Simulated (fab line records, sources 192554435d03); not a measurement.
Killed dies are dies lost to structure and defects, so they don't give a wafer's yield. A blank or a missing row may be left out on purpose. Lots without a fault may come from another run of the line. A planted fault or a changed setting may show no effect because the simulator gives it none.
Chamber matching | flow n5_finfet | N5_BEOL_M6_DESCUM_33 on rie_diel-04: 4 sister chambers
The step chemistry O2, time 7 s. 4 wafers are shown with their chamber, then 10 later ones without.

WAFERS WITH THEIR CHAMBER
wafer  | chamber | showerhead_plenum_p_Torr (Torr)
L081.3 | 3       | 2.06
L085.6 | 1       | 2.14
L091.1 | 0       | 2.14
L091.2 | 2       | 2.19

WAFERS WITHOUT THEIR CHAMBER
wafer  | showerhead_plenum_p_Torr (Torr)
L091.4 | 2.05
L093.1 | 2.19
L093.5 | 2.14
L093.6 | 2.19
L094.2 | 2.14
L094.3 | 2.05
L094.5 | 2.14
L096.4 | 2.04
L096.5 | 2.19
L096.6 | 2.14

WHICH CHAMBER EACH WENT THROUGH
wafer  | from the rows above     | in truth
L091.4 | 3                       | 3
L093.1 | 2                       | 2
L093.5 | can't be placed: 0 or 1 | 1
L093.6 | 2                       | 2
L094.2 | can't be placed: 0 or 1 | 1
L094.3 | 3                       | 3
L094.5 | can't be placed: 0 or 1 | 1
L096.4 | 3                       | 3
L096.5 | 2                       | 2
L096.6 | can't be placed: 0 or 1 | 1
Placed correctly: 6 of 10. Can't be placed from these rows: 4 (the true chamber is among the candidates in 4). Placed wrongly: 0.
How it was worked out, from the rows above alone: a wafer's distance from a chamber is the root of the sum, over the readings, of the square of ((its reading less the chamber's mean) divided by the reading's scatter). The wafer belongs to the nearest chamber; if the next one is less than 2 further off, it can't be placed. A chamber's mean is the mean of its shown wafers. The scatter: with one shown wafer a chamber, the root of the mean of the squares of how far each hidden wafer lies from its nearest shown one.
